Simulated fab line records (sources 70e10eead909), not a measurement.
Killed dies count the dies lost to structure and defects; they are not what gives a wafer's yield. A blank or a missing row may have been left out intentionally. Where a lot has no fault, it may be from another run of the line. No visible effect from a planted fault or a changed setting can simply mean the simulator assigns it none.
fab line records || flow nand_harc || part 2 of 2: steps 25 to 34 of 34
[record] {"lots": 5, "wafers": 15, "last_day": 33}
route steps=1302 shown THIN_TSV@1260
lots with no fault: from the same line, run without faults
start_h: hours from the record's opening day to when the first of the lot's shown wafers began || wait_h: hours from the lot's prior step to this one || " the same as in the row above || L1.1+2: several wafers, shown together as one row || - either no value or no given start || * or withheld: withheld || < > ~ a bound
route shown NAME@n: NAME is a module with steps in the file, n the number in the route of the first one || usual: mean/standard deviation taken from wafers without a fault || same: alike in all rows || chamber/n: place in a boat || sites: per-site readings || _std_site: the standard deviation of these || _edge_site: the outer-site mean with the inner-site mean subtracted || radius_mm: how far each site lies from the wafer's centre || mask NAME#n: copy n || behind: the last tool/chamber to shape the wafer || hold: reason for holding the lot/hours on hold/outcome of the hold || device: whichever transistor did not switch (one of n, p or np) || end of line: the tests these same wafers got at the end of their route || where a step has no rows: the recipe by itself || killed: the dies lost at the first sort to structure and to defects; this is not the yield of the wafer || map: a wafer's dies, x killed, . not, _ none there
set.NAME: the setting as run; set.NAME@STEP: as run at that earlier step || model.NAME: the simulator's own value behind a step, which no gauge read
lots at some steps of the route; a table a step, a row a wafer
services: the hour from which a tool's chamber was out of use, counted from the record's first day as start_h (under 0 if before that day), plus the number of hours and why
[[steps]]
[step NHARC_THIN_TSV_COAT_27]
[recipe] {"spin_rpm": "*"}
[usual] {"chill_plate_temp_C": "22.96/0.099"}
{"lot.wafer": "L074.3", "tool": "litho_track-05", "chamber": 0, "start_h": "-", "wait_h": "-", "chill_plate_temp_C": 22.94}
{"lot.wafer": "L074.5", "tool": "litho_track-05", "chamber": 0, "start_h": "-", "wait_h": "-", "chill_plate_temp_C": 22.81}
{"lot.wafer": "L074.6", "tool": "litho_track-05", "chamber": 0, "start_h": "-", "wait_h": "-", "chill_plate_temp_C": 22.93}
{"lot.wafer": "L076.1", "tool": "litho_track-07", "chamber": 0, "start_h": "-", "wait_h": "-", "chill_plate_temp_C": 23.05}
{"lot.wafer": "L076.5", "tool": "litho_track-07", "chamber": 0, "start_h": "-", "wait_h": "-", "chill_plate_temp_C": 23.12}
{"lot.wafer": "L076.6", "tool": "litho_track-07", "chamber": 0, "start_h": "-", "wait_h": "-", "chill_plate_temp_C": 22.87}
{"lot.wafer": "L080.3", "tool": "litho_track-05", "chamber": 0, "start_h": "-", "wait_h": "-", "chill_plate_temp_C": 23.04}
{"lot.wafer": "L080.4", "tool": "litho_track-05", "chamber": 0, "start_h": "-", "wait_h": "-", "chill_plate_temp_C": 22.94}
{"lot.wafer": "L080.6", "tool": "litho_track-05", "chamber": 0, "start_h": "-", "wait_h": "-", "chill_plate_temp_C": 23.00}
{"lot.wafer": "L088.1", "tool": "litho_track-05", "chamber": 0, "start_h": "-", "wait_h": "-", "chill_plate_temp_C": 22.98}
{"lot.wafer": "L088.2", "tool": "litho_track-05", "chamber": 0, "start_h": "-", "wait_h": "-", "chill_plate_temp_C": 23.05}
{"lot.wafer": "L088.5", "tool": "litho_track-05", "chamber": 0, "start_h": "-", "wait_h": "-", "chill_plate_temp_C": 23.11}
{"lot.wafer": "L097.1", "tool": "litho_track-03", "chamber": 0, "start_h": "-", "wait_h": "-", "chill_plate_temp_C": 22.93}
{"lot.wafer": "L097.5", "tool": "litho_track-03", "chamber": 0, "start_h": "-", "wait_h": "-", "chill_plate_temp_C": 22.94}
{"lot.wafer": "L097.6", "tool": "litho_track-03", "chamber": 0, "start_h": "-", "wait_h": "-", "chill_plate_temp_C": 23.03}
[step NHARC_THIN_TSV_SOFTBAKE_28]
[recipe] {"temp_c": 122, "time_s": 95}
[usual] {"chill_plate_temp_C": "23.02/0.1"}
{"lot.wafer": "L074.3", "tool": "litho_track-05", "chamber": 0, "start_h": "-", "wait_h": "-", "chill_plate_temp_C": 23.13}
{"lot.wafer": "L074.5", "tool": "litho_track-05", "chamber": 0, "start_h": "-", "wait_h": "-", "chill_plate_temp_C": 23.01}
{"lot.wafer": "L074.6", "tool": "litho_track-05", "chamber": 0, "start_h": "-", "wait_h": "-", "chill_plate_temp_C": 23.26}
{"lot.wafer": "L076.1", "tool": "litho_track-07", "chamber": 0, "start_h": "-", "wait_h": "-", "chill_plate_temp_C": 23.00}
{"lot.wafer": "L076.5", "tool": "litho_track-07", "chamber": 0, "start_h": "-", "wait_h": "-", "chill_plate_temp_C": 23.09}
{"lot.wafer": "L076.6", "tool": "litho_track-07", "chamber": 0, "start_h": "-", "wait_h": "-", "chill_plate_temp_C": 23.14}
{"lot.wafer": "L080.3", "tool": "litho_track-05", "chamber": 0, "start_h": "-", "wait_h": "-", "chill_plate_temp_C": 23.05}
{"lot.wafer": "L080.4", "tool": "litho_track-05", "chamber": 0, "start_h": "-", "wait_h": "-", "chill_plate_temp_C": 23.10}
{"lot.wafer": "L080.6", "tool": "litho_track-05", "chamber": 0, "start_h": "-", "wait_h": "-", "chill_plate_temp_C": 22.99}
{"lot.wafer": "L088.1", "tool": "litho_track-05", "chamber": 0, "start_h": "-", "wait_h": "-", "chill_plate_temp_C": 22.98}
{"lot.wafer": "L088.2", "tool": "litho_track-05", "chamber": 0, "start_h": "-", "wait_h": "-", "chill_plate_temp_C": 23.08}
{"lot.wafer": "L088.5", "tool": "litho_track-05", "chamber": 0, "start_h": "-", "wait_h": "-", "chill_plate_temp_C": 23.06}
{"lot.wafer": "L097.1", "tool": "litho_track-03", "chamber": 0, "start_h": "-", "wait_h": "-", "chill_plate_temp_C": 22.98}
{"lot.wafer": "L097.5", "tool": "litho_track-03", "chamber": 0, "start_h": "-", "wait_h": "-", "chill_plate_temp_C": 23.04}
{"lot.wafer": "L097.6", "tool": "litho_track-03", "chamber": 0, "start_h": "-", "wait_h": "-", "chill_plate_temp_C": 22.99}
[step NHARC_THIN_TSV_EBR_29]
[usual] {"chill_plate_temp_C": "22.99/0.11"}
{"lot.wafer": "L074.3", "tool": "litho_track-05", "chamber": 0, "start_h": "-", "wait_h": "-", "chill_plate_temp_C": 22.96}
{"lot.wafer": "L074.5", "tool": "litho_track-05", "chamber": 0, "start_h": "-", "wait_h": "-", "chill_plate_temp_C": 23.15}
{"lot.wafer": "L074.6", "tool": "litho_track-05", "chamber": 0, "start_h": "-", "wait_h": "-", "chill_plate_temp_C": 23.13}
{"lot.wafer": "L076.1", "tool": "litho_track-07", "chamber": 0, "start_h": "-", "wait_h": "-", "chill_plate_temp_C": 23.10}
{"lot.wafer": "L076.5", "tool": "litho_track-07", "chamber": 0, "start_h": "-", "wait_h": "-", "chill_plate_temp_C": 23.18}
{"lot.wafer": "L076.6", "tool": "litho_track-07", "chamber": 0, "start_h": "-", "wait_h": "-", "chill_plate_temp_C": 23.03}
{"lot.wafer": "L080.3", "tool": "litho_track-05", "chamber": 0, "start_h": "-", "wait_h": "-", "chill_plate_temp_C": 23.06}
{"lot.wafer": "L080.4", "tool": "litho_track-05", "chamber": 0, "start_h": "-", "wait_h": "-", "chill_plate_temp_C": 23.16}
{"lot.wafer": "L080.6", "tool": "litho_track-05", "chamber": 0, "start_h": "-", "wait_h": "-", "chill_plate_temp_C": 23.06}
{"lot.wafer": "L088.1", "tool": "litho_track-05", "chamber": 0, "start_h": "-", "wait_h": "-", "chill_plate_temp_C": 22.87}
{"lot.wafer": "L088.2", "tool": "litho_track-05", "chamber": 0, "start_h": "-", "wait_h": "-", "chill_plate_temp_C": 22.97}
{"lot.wafer": "L088.5", "tool": "litho_track-05", "chamber": 0, "start_h": "-", "wait_h": "-", "chill_plate_temp_C": 22.82}
{"lot.wafer": "L097.1", "tool": "litho_track-03", "chamber": 0, "start_h": "-", "wait_h": "-", "chill_plate_temp_C": 22.73}
{"lot.wafer": "L097.5", "tool": "litho_track-03", "chamber": 0, "start_h": "-", "wait_h": "-", "chill_plate_temp_C": 22.85}
{"lot.wafer": "L097.6", "tool": "litho_track-03", "chamber": 0, "start_h": "-", "wait_h": "-", "chill_plate_temp_C": 22.83}
[step NHARC_THIN_TSV_EXPOSE_30]
[recipe] {"na": 0.55, "dose_mj": 11.47, "mask_id": "PAD"}
{"lot.wafer": "L074.3+5+6", "tool": "krf_scanner-02", "chamber": 0, "start_h": 551.56, "wait_h": "-", "mask": "PAD#0"}
{"lot.wafer": "L076.1+5+6", "tool": "krf_scanner-04", "chamber": 0, "start_h": 568.99, "wait_h": "-", "mask": "PAD#0"}
{"lot.wafer": "L080.3+4+6", "tool": "krf_scanner-03", "chamber": 0, "start_h": 606.56, "wait_h": "-", "mask": "PAD#0"}
{"lot.wafer": "L088.1+2+5", "tool": "krf_scanner-03", "chamber": 0, "start_h": 695.12, "wait_h": "-", "mask": "PAD#0"}
{"lot.wafer": "L097.1+5+6", "tool": "krf_scanner-04", "chamber": 0, "start_h": 784.59, "wait_h": "-", "mask": "PAD#0"}
[step NHARC_THIN_TSV_PEB_31]
[recipe] {"peb_temp_c": 118, "peb_time_s": 85}
[usual] {"chill_plate_temp_C": "23.01/0.11"}
{"lot.wafer": "L074.3", "tool": "litho_track-05", "chamber": 0, "start_h": 551.63, "wait_h": 0.1, "chill_plate_temp_C": 23.15}
{"lot.wafer": "L074.5", "tool": "litho_track-05", "chamber": 0, "start_h": 551.63, "wait_h": 0.1, "chill_plate_temp_C": 23.05}
{"lot.wafer": "L074.6", "tool": "litho_track-05", "chamber": 0, "start_h": 551.63, "wait_h": 0.1, "chill_plate_temp_C": 23.03}
{"lot.wafer": "L076.1", "tool": "litho_track-07", "chamber": 0, "start_h": 569.06, "wait_h": 0.1, "chill_plate_temp_C": 23.11}
{"lot.wafer": "L076.5", "tool": "litho_track-07", "chamber": 0, "start_h": 569.06, "wait_h": 0.1, "chill_plate_temp_C": 22.94}
{"lot.wafer": "L076.6", "tool": "litho_track-07", "chamber": 0, "start_h": 569.06, "wait_h": 0.1, "chill_plate_temp_C": 22.82}
{"lot.wafer": "L080.3", "tool": "litho_track-03", "chamber": 0, "start_h": 606.62, "wait_h": 0.1, "chill_plate_temp_C": 23.01}
{"lot.wafer": "L080.4", "tool": "litho_track-03", "chamber": 0, "start_h": 606.62, "wait_h": 0.1, "chill_plate_temp_C": 22.97}
{"lot.wafer": "L080.6", "tool": "litho_track-03", "chamber": 0, "start_h": 606.62, "wait_h": 0.1, "chill_plate_temp_C": 22.87}
{"lot.wafer": "L088.1", "tool": "litho_track-03", "chamber": 0, "start_h": 695.18, "wait_h": 0.1, "chill_plate_temp_C": 23.01}
{"lot.wafer": "L088.2", "tool": "litho_track-03", "chamber": 0, "start_h": 695.18, "wait_h": 0.1, "chill_plate_temp_C": 23.10}
{"lot.wafer": "L088.5", "tool": "litho_track-03", "chamber": 0, "start_h": 695.18, "wait_h": 0.1, "chill_plate_temp_C": 23.18}
{"lot.wafer": "L097.1", "tool": "litho_track-07", "chamber": 0, "start_h": 784.66, "wait_h": 0.1, "chill_plate_temp_C": 23.06}
{"lot.wafer": "L097.5", "tool": "litho_track-07", "chamber": 0, "start_h": 784.66, "wait_h": 0.1, "chill_plate_temp_C": 23.06}
{"lot.wafer": "L097.6", "tool": "litho_track-07", "chamber": 0, "start_h": 784.66, "wait_h": 0.1, "chill_plate_temp_C": 23.01}
[step NHARC_THIN_TSV_DEVELOP_32]
[recipe] {"time_s": 70}
[usual] {"chill_plate_temp_C": "23.02/0.11"}
{"lot.wafer": "L074.3", "tool": "litho_track-05", "chamber": 0, "start_h": "-", "wait_h": "-", "chill_plate_temp_C": 23.20}
{"lot.wafer": "L074.5", "tool": "litho_track-05", "chamber": 0, "start_h": "-", "wait_h": "-", "chill_plate_temp_C": 23.06}
{"lot.wafer": "L074.6", "tool": "litho_track-05", "chamber": 0, "start_h": "-", "wait_h": "-", "chill_plate_temp_C": 23.18}
{"lot.wafer": "L076.1", "tool": "litho_track-07", "chamber": 0, "start_h": "-", "wait_h": "-", "chill_plate_temp_C": 22.91}
{"lot.wafer": "L076.5", "tool": "litho_track-07", "chamber": 0, "start_h": "-", "wait_h": "-", "chill_plate_temp_C": 23.11}
{"lot.wafer": "L076.6", "tool": "litho_track-07", "chamber": 0, "start_h": "-", "wait_h": "-", "chill_plate_temp_C": 23.05}
{"lot.wafer": "L080.3", "tool": "litho_track-03", "chamber": 0, "start_h": "-", "wait_h": "-", "chill_plate_temp_C": 23.05}
{"lot.wafer": "L080.4", "tool": "litho_track-03", "chamber": 0, "start_h": "-", "wait_h": "-", "chill_plate_temp_C": 23.07}
{"lot.wafer": "L080.6", "tool": "litho_track-03", "chamber": 0, "start_h": "-", "wait_h": "-", "chill_plate_temp_C": 23.03}
{"lot.wafer": "L088.1", "tool": "litho_track-03", "chamber": 0, "start_h": "-", "wait_h": "-", "chill_plate_temp_C": 22.92}
{"lot.wafer": "L088.2", "tool": "litho_track-03", "chamber": 0, "start_h": "-", "wait_h": "-", "chill_plate_temp_C": 22.82}
{"lot.wafer": "L088.5", "tool": "litho_track-03", "chamber": 0, "start_h": "-", "wait_h": "-", "chill_plate_temp_C": 23.09}
{"lot.wafer": "L097.1", "tool": "litho_track-07", "chamber": 0, "start_h": "-", "wait_h": "-", "chill_plate_temp_C": 22.96}
{"lot.wafer": "L097.5", "tool": "litho_track-07", "chamber": 0, "start_h": "-", "wait_h": "-", "chill_plate_temp_C": 23.00}
{"lot.wafer": "L097.6", "tool": "litho_track-07", "chamber": 0, "start_h": "-", "wait_h": "-", "chill_plate_temp_C": 23.13}
[step NHARC_THIN_TSV_CD_MEAS_33]
[recipe] {"target_cd_nm": 5000, "landing_energy_ev": 500}
[usual] {"cd_nm": "4998.3/2.3"}
[same] {"landing_energy_ev": 500}
{"lot.wafer": "L074.3", "tool": "cd_sem-03", "chamber": 0, "start_h": 551.72, "wait_h": "-", "cd_nm": 5000.5}
{"lot.wafer": "L074.5", "tool": "cd_sem-03", "chamber": 0, "start_h": 551.72, "wait_h": "-", "cd_nm": 4998.5}
{"lot.wafer": "L074.6", "tool": "cd_sem-03", "chamber": 0, "start_h": 551.72, "wait_h": "-", "cd_nm": 5001.3}
{"lot.wafer": "L076.1", "tool": "cd_sem-01", "chamber": 0, "start_h": 569.15, "wait_h": "-", "cd_nm": 4997.1}
{"lot.wafer": "L076.5", "tool": "cd_sem-01", "chamber": 0, "start_h": 569.15, "wait_h": "-", "cd_nm": 4996.9}
{"lot.wafer": "L076.6", "tool": "cd_sem-01", "chamber": 0, "start_h": 569.15, "wait_h": "-", "cd_nm": 4995.2}
{"lot.wafer": "L080.3", "tool": "cd_sem-01", "chamber": 0, "start_h": 606.71, "wait_h": "-", "cd_nm": 4996.9}
{"lot.wafer": "L080.4", "tool": "cd_sem-01", "chamber": 0, "start_h": 606.71, "wait_h": "-", "cd_nm": 4998.8}
{"lot.wafer": "L080.6", "tool": "cd_sem-01", "chamber": 0, "start_h": 606.71, "wait_h": "-", "cd_nm": 4996.9}
{"lot.wafer": "L088.1", "tool": "cd_sem-03", "chamber": 0, "start_h": 695.27, "wait_h": "-", "cd_nm": 4998.6}
{"lot.wafer": "L088.2", "tool": "cd_sem-03", "chamber": 0, "start_h": 695.27, "wait_h": "-", "cd_nm": 4997.4}
{"lot.wafer": "L088.5", "tool": "cd_sem-03", "chamber": 0, "start_h": 695.27, "wait_h": "-", "cd_nm": 5000.0}
{"lot.wafer": "L097.1", "tool": "cd_sem-03", "chamber": 0, "start_h": 784.75, "wait_h": "-", "cd_nm": 4997.5}
{"lot.wafer": "L097.5", "tool": "cd_sem-03", "chamber": 0, "start_h": 784.75, "wait_h": "-", "cd_nm": 4999.4}
{"lot.wafer": "L097.6", "tool": "cd_sem-03", "chamber": 0, "start_h": 784.75, "wait_h": "-", "cd_nm": 4997.5}
[step NHARC_THIN_TSV_HARDBAKE_34]
[recipe] {"temp_c": 125, "time_s": 80}
[usual] {"chill_plate_temp_C": "23.01/0.11"}
{"lot.wafer": "L074.3", "tool": "litho_track-03", "chamber": 0, "start_h": 551.80, "wait_h": "-", "chill_plate_temp_C": 22.92}
{"lot.wafer": "L074.5", "tool": "litho_track-03", "chamber": 0, "start_h": 551.80, "wait_h": "-", "chill_plate_temp_C": 23.07}
{"lot.wafer": "L074.6", "tool": "litho_track-03", "chamber": 0, "start_h": 551.80, "wait_h": "-", "chill_plate_temp_C": 23.02}
{"lot.wafer": "L076.1", "tool": "litho_track-05", "chamber": 0, "start_h": 569.23, "wait_h": "-", "chill_plate_temp_C": 23.05}
{"lot.wafer": "L076.5", "tool": "litho_track-05", "chamber": 0, "start_h": 569.23, "wait_h": "-", "chill_plate_temp_C": 22.93}
{"lot.wafer": "L076.6", "tool": "litho_track-05", "chamber": 0, "start_h": 569.23, "wait_h": "-", "chill_plate_temp_C": 22.88}
{"lot.wafer": "L080.3", "tool": "litho_track-03", "chamber": 0, "start_h": 606.79, "wait_h": "-", "chill_plate_temp_C": 23.07}
{"lot.wafer": "L080.4", "tool": "litho_track-03", "chamber": 0, "start_h": 606.79, "wait_h": "-", "chill_plate_temp_C": 22.92}
{"lot.wafer": "L080.6", "tool": "litho_track-03", "chamber": 0, "start_h": 606.79, "wait_h": "-", "chill_plate_temp_C": 23.07}
{"lot.wafer": "L088.1", "tool": "litho_track-07", "chamber": 0, "start_h": 695.35, "wait_h": "-", "chill_plate_temp_C": 22.99}
{"lot.wafer": "L088.2", "tool": "litho_track-07", "chamber": 0, "start_h": 695.35, "wait_h": "-", "chill_plate_temp_C": 22.78}
{"lot.wafer": "L088.5", "tool": "litho_track-07", "chamber": 0, "start_h": 695.35, "wait_h": "-", "chill_plate_temp_C": 22.94}
{"lot.wafer": "L097.1", "tool": "litho_track-03", "chamber": 0, "start_h": 784.83, "wait_h": "-", "chill_plate_temp_C": 23.11}
{"lot.wafer": "L097.5", "tool": "litho_track-03", "chamber": 0, "start_h": 784.83, "wait_h": "-", "chill_plate_temp_C": 23.08}
{"lot.wafer": "L097.6", "tool": "litho_track-03", "chamber": 0, "start_h": 784.83, "wait_h": "-", "chill_plate_temp_C": 23.17}
[step NHARC_THIN_TSV_DESCUM_35]
[recipe] {"time_s": 3, "o2_flow_sccm": 200, "ar_flow_sccm": 0, "bias_power_w": 0, "chemistry": "O2"}
[usual] {"drypump_motor_current_A": "6.0/0.34", "mfc_ar_sccm": "0.006/0.0087", "oes_product_au": "1.002/0.014", "rf_vpp_V": "57.6/0.95", "showerhead_plenum_p_Torr": "1.91/0.081", "throttle_valve_pct": "11.312/0.0092"}
{"lot.wafer": "L074.3", "tool": "rie_diel-06", "chamber": 2, "start_h": 551.87, "wait_h": "-", "drypump_motor_current_A": 6.1, "mfc_ar_sccm": 0.019, "oes_product_au": 1.031, "rf_hours_counter_h": 3.9, "rf_vpp_V": 59.3, "showerhead_plenum_p_Torr": 1.99, "throttle_valve_pct": 11.326}
{"lot.wafer": "L074.5", "tool": "rie_diel-06", "chamber": 2, "start_h": 551.87, "wait_h": "-", "drypump_motor_current_A": 6.1, "mfc_ar_sccm": 0.019, "oes_product_au": 1.024, "rf_hours_counter_h": "-", "rf_vpp_V": 57.8, "showerhead_plenum_p_Torr": 1.99, "throttle_valve_pct": 11.334}
{"lot.wafer": "L074.6", "tool": "rie_diel-06", "chamber": 3, "start_h": 551.87, "wait_h": "-", "drypump_motor_current_A": 5.6, "mfc_ar_sccm": 0.002, "oes_product_au": 0.984, "rf_hours_counter_h": "-", "rf_vpp_V": 57.4, "showerhead_plenum_p_Torr": 1.88, "throttle_valve_pct": 11.313}
{"lot.wafer": "L076.1", "tool": "rie_diel-04", "chamber": 1, "start_h": 569.35, "wait_h": "-", "drypump_motor_current_A": 5.7, "mfc_ar_sccm": 0, "oes_product_au": 0.984, "rf_hours_counter_h": 2.0, "rf_vpp_V": 58.4, "showerhead_plenum_p_Torr": 1.98, "throttle_valve_pct": 11.313}
{"lot.wafer": "L076.5", "tool": "rie_diel-04", "chamber": 2, "start_h": 569.35, "wait_h": "-", "drypump_motor_current_A": 6.0, "mfc_ar_sccm": 0.003, "oes_product_au": 1.007, "rf_hours_counter_h": "-", "rf_vpp_V": 57.1, "showerhead_plenum_p_Torr": 1.91, "throttle_valve_pct": 11.314}
{"lot.wafer": "L076.6", "tool": "rie_diel-04", "chamber": 3, "start_h": 569.35, "wait_h": "-", "drypump_motor_current_A": 6.4, "mfc_ar_sccm": 0, "oes_product_au": 1.013, "rf_hours_counter_h": "-", "rf_vpp_V": 58.7, "showerhead_plenum_p_Torr": 1.89, "throttle_valve_pct": 11.326}
{"lot.wafer": "L080.4", "tool": "rie_diel-04", "chamber": 0, "start_h": 606.88, "wait_h": "-", "drypump_motor_current_A": 5.6, "mfc_ar_sccm": 0.021, "oes_product_au": 1.002, "rf_hours_counter_h": 3.6, "rf_vpp_V": 57.4, "showerhead_plenum_p_Torr": 1.82, "throttle_valve_pct": 11.299}
{"lot.wafer": "L080.3", "tool": "rie_diel-04", "chamber": 1, "start_h": 606.88, "wait_h": "-", "drypump_motor_current_A": 5.7, "mfc_ar_sccm": 0, "oes_product_au": 0.997, "rf_hours_counter_h": 3.7, "rf_vpp_V": 59.8, "showerhead_plenum_p_Torr": 1.98, "throttle_valve_pct": 11.311}
{"lot.wafer": "L080.6", "tool": "rie_diel-04", "chamber": 3, "start_h": 606.88, "wait_h": "-", "drypump_motor_current_A": 6.4, "mfc_ar_sccm": 0, "oes_product_au": 1.017, "rf_hours_counter_h": "-", "rf_vpp_V": 55.8, "showerhead_plenum_p_Torr": 1.89, "throttle_valve_pct": 11.320}
{"lot.wafer": "L088.1", "tool": "rie_diel-06", "chamber": 2, "start_h": 695.45, "wait_h": "-", "drypump_motor_current_A": 6.1, "mfc_ar_sccm": 0.019, "oes_product_au": 1.011, "rf_hours_counter_h": 1.0, "rf_vpp_V": 56.9, "showerhead_plenum_p_Torr": 1.99, "throttle_valve_pct": 11.284}
{"lot.wafer": "L088.2", "tool": "rie_diel-06", "chamber": 3, "start_h": 695.45, "wait_h": "-", "drypump_motor_current_A": 5.6, "mfc_ar_sccm": 0.002, "oes_product_au": 1.007, "rf_hours_counter_h": 1.0, "rf_vpp_V": 57.0, "showerhead_plenum_p_Torr": 1.88, "throttle_valve_pct": 11.318}
{"lot.wafer": "L088.5", "tool": "rie_diel-06", "chamber": 2, "start_h": 695.45, "wait_h": "-", "drypump_motor_current_A": 6.1, "mfc_ar_sccm": 0.019, "oes_product_au": 1.024, "rf_hours_counter_h": "-", "rf_vpp_V": 56.9, "showerhead_plenum_p_Torr": 1.99, "throttle_valve_pct": 11.324}
{"lot.wafer": "L097.1", "tool": "rie_diel-06", "chamber": 2, "start_h": 784.94, "wait_h": "-", "drypump_motor_current_A": 6.1, "mfc_ar_sccm": 0.019, "oes_product_au": 1.001, "rf_hours_counter_h": 4.9, "rf_vpp_V": 57.6, "showerhead_plenum_p_Torr": 1.98, "throttle_valve_pct": 11.317}
{"lot.wafer": "L097.6", "tool": "rie_diel-06", "chamber": 3, "start_h": 784.94, "wait_h": "-", "drypump_motor_current_A": 5.6, "mfc_ar_sccm": 0.002, "oes_product_au": 1.001, "rf_hours_counter_h": "-", "rf_vpp_V": 57.7, "showerhead_plenum_p_Torr": 1.88, "throttle_valve_pct": 11.311}
{"lot.wafer": "L097.5", "tool": "rie_diel-06", "chamber": 0, "start_h": 784.94, "wait_h": "-", "drypump_motor_current_A": 6.6, "mfc_ar_sccm": 0, "oes_product_au": 1.001, "rf_hours_counter_h": "-", "rf_vpp_V": 58.9, "showerhead_plenum_p_Torr": 2.05, "throttle_valve_pct": 11.322}
[step NHARC_THIN_TSV_ETCH_59]
[recipe] {"target_depth_a": 8800, "icp_w": 900, "bias_w": 100, "Cl2_flow_sccm": 60, "bcl3_flow_sccm": 30, "time_s": 138.1, "chemistry": "Cl2/BCl3"}
[usual] {"drypump_motor_current_A": "5.7/0.65", "oes_product_au": "1.012/0.013", "throttle_valve_pct": "22.264/0.0098"}
{"lot.wafer": "L074.3", "tool": "rie_metal-03", "chamber": 1, "start_h": 552.11, "wait_h": 0.2, "drypump_motor_current_A": 5.4, "oes_product_au": 0.989, "rf_hours_counter_h": "-", "throttle_valve_pct": 22.265}
{"lot.wafer": "L074.6", "tool": "rie_metal-03", "chamber": 1, "start_h": 552.11, "wait_h": 0.2, "drypump_motor_current_A": 5.4, "oes_product_au": 0.983, "rf_hours_counter_h": "-", "throttle_valve_pct": 22.264}
{"lot.wafer": "L074.5", "tool": "rie_metal-03", "chamber": 0, "start_h": 552.11, "wait_h": 0.2, "drypump_motor_current_A": 4.9, "oes_product_au": 1.020, "rf_hours_counter_h": "-", "throttle_valve_pct": 22.266}
{"lot.wafer": "L076.1", "tool": "rie_metal-02", "chamber": 0, "start_h": 569.47, "wait_h": 0.1, "drypump_motor_current_A": 6.7, "oes_product_au": 1.022, "rf_hours_counter_h": 2.2, "throttle_valve_pct": 22.273}
{"lot.wafer": "L076.5", "tool": "rie_metal-02", "chamber": 1, "start_h": 569.47, "wait_h": 0.1, "drypump_motor_current_A": 6.1, "oes_product_au": 1.031, "rf_hours_counter_h": "-", "throttle_valve_pct": 22.276}
{"lot.wafer": "L076.6", "tool": "rie_metal-02", "chamber": 0, "start_h": 569.47, "wait_h": 0.1, "drypump_motor_current_A": 6.7, "oes_product_au": 1.025, "rf_hours_counter_h": "-", "throttle_valve_pct": 22.264}
{"lot.wafer": "L080.3", "tool": "rie_metal-02", "chamber": 1, "start_h": 607.09, "wait_h": 0.2, "drypump_motor_current_A": 6.1, "oes_product_au": 1.027, "rf_hours_counter_h": "-", "throttle_valve_pct": 22.269}
{"lot.wafer": "L080.4", "tool": "rie_metal-02", "chamber": 0, "start_h": 607.09, "wait_h": 0.2, "drypump_motor_current_A": 6.7, "oes_product_au": 1.014, "rf_hours_counter_h": "-", "throttle_valve_pct": 22.259}
{"lot.wafer": "L080.6", "tool": "rie_metal-02", "chamber": 0, "start_h": 607.09, "wait_h": 0.2, "drypump_motor_current_A": 6.7, "oes_product_au": 1.012, "rf_hours_counter_h": "-", "throttle_valve_pct": 22.265}
{"lot.wafer": "L088.1", "tool": "rie_metal-03", "chamber": 1, "start_h": 695.56, "wait_h": 0.1, "drypump_motor_current_A": 5.4, "oes_product_au": 0.995, "rf_hours_counter_h": 2.8, "throttle_valve_pct": 22.285}
{"lot.wafer": "L088.2", "tool": "rie_metal-03", "chamber": 0, "start_h": 695.56, "wait_h": 0.1, "drypump_motor_current_A": 4.9, "oes_product_au": 1.024, "rf_hours_counter_h": 2.8, "throttle_valve_pct": 22.257}
{"lot.wafer": "L088.5", "tool": "rie_metal-03", "chamber": 0, "start_h": 695.56, "wait_h": 0.1, "drypump_motor_current_A": 4.9, "oes_product_au": 1.029, "rf_hours_counter_h": "-", "throttle_valve_pct": 22.264}
{"lot.wafer": "L097.1", "tool": "rie_metal-02", "chamber": 1, "start_h": 785.03, "wait_h": 0.1, "drypump_motor_current_A": 6.1, "oes_product_au": 1.026, "rf_hours_counter_h": 2.6, "throttle_valve_pct": 22.266}
{"lot.wafer": "L097.5", "tool": "rie_metal-02", "chamber": 1, "start_h": 785.03, "wait_h": 0.1, "drypump_motor_current_A": 6.1, "oes_product_au": 1.028, "rf_hours_counter_h": "-", "throttle_valve_pct": 22.266}
{"lot.wafer": "L097.6", "tool": "rie_metal-02", "chamber": 0, "start_h": 785.03, "wait_h": 0.1, "drypump_motor_current_A": 6.6, "oes_product_au": 1.011, "rf_hours_counter_h": "-", "throttle_valve_pct": 22.255}
[[services]]
{"tool": "pvd_sputter-03", "chamber": "-", "start_h": 526.00, "hours": 10.0, "kind": "pm"}
{"tool": "rie_diel-04", "chamber": "-", "start_h": 531.90, "hours": 9.0, "kind": "pm"}
{"tool": "rie_diel-06", "chamber": 0, "start_h": 533.93, "hours": 27.3, "kind": "repair"}
{"tool": "pvd_sputter-03", "chamber": "-", "start_h": 560.40, "hours": 6.0, "kind": "repair"}
{"tool": "rie_diel-04", "chamber": "-", "start_h": 562.52, "hours": 0.2, "kind": "repair"}
{"tool": "pvd_sputter-01", "chamber": "-", "start_h": 582.00, "hours": 10.0, "kind": "pm"}
{"tool": "rie_diel-06", "chamber": "-", "start_h": 586.36, "hours": 0.4, "kind": "repair"}
{"tool": "litho_track-07", "chamber": "-", "start_h": 601.00, "hours": 7.0, "kind": "pm"}
{"tool": "rie_diel-06", "chamber": 1, "start_h": 606.07, "hours": 2.9, "kind": "repair"}
{"tool": "litho_track-03", "chamber": "-", "start_h": 625.00, "hours": 7.0, "kind": "pm"}
{"tool": "rie_diel-04", "chamber": 2, "start_h": 634.84, "hours": 13.5, "kind": "repair"}
{"tool": "litho_track-05", "chamber": "-", "start_h": 649.00, "hours": 7.0, "kind": "pm"}
{"tool": "rie_diel-06", "chamber": "-", "start_h": 661.21, "hours": 9.0, "kind": "pm"}
{"tool": "pvd_sputter-03", "chamber": "-", "start_h": 680.21, "hours": 1.1, "kind": "repair"}
{"tool": "pvd_sputter-03", "chamber": "-", "start_h": 683.92, "hours": 2.5, "kind": "repair"}
{"tool": "plasma_asher-01", "chamber": "-", "start_h": 696.20, "hours": 9.0, "kind": "pm"}
{"tool": "rie_diel-06", "chamber": 3, "start_h": 697.35, "hours": 2.2, "kind": "repair"}
{"tool": "pvd_sputter-03", "chamber": "-", "start_h": 704.00, "hours": 10.0, "kind": "pm"}
{"tool": "rie_diel-04", "chamber": "-", "start_h": 708.90, "hours": 9.0, "kind": "pm"}
{"tool": "pvd_sputter-03", "chamber": "-", "start_h": 714.58, "hours": 3.9, "kind": "repair"}
{"tool": "pvd_sputter-01", "chamber": "-", "start_h": 729.68, "hours": 1.0, "kind": "repair"}
{"tool": "pvd_sputter-01", "chamber": "-", "start_h": 743.32, "hours": 6.0, "kind": "repair"}
{"tool": "pvd_sputter-01", "chamber": "-", "start_h": 760.00, "hours": 10.0, "kind": "pm"}
{"tool": "litho_track-07", "chamber": "-", "start_h": 776.00, "hours": 7.0, "kind": "pm"}
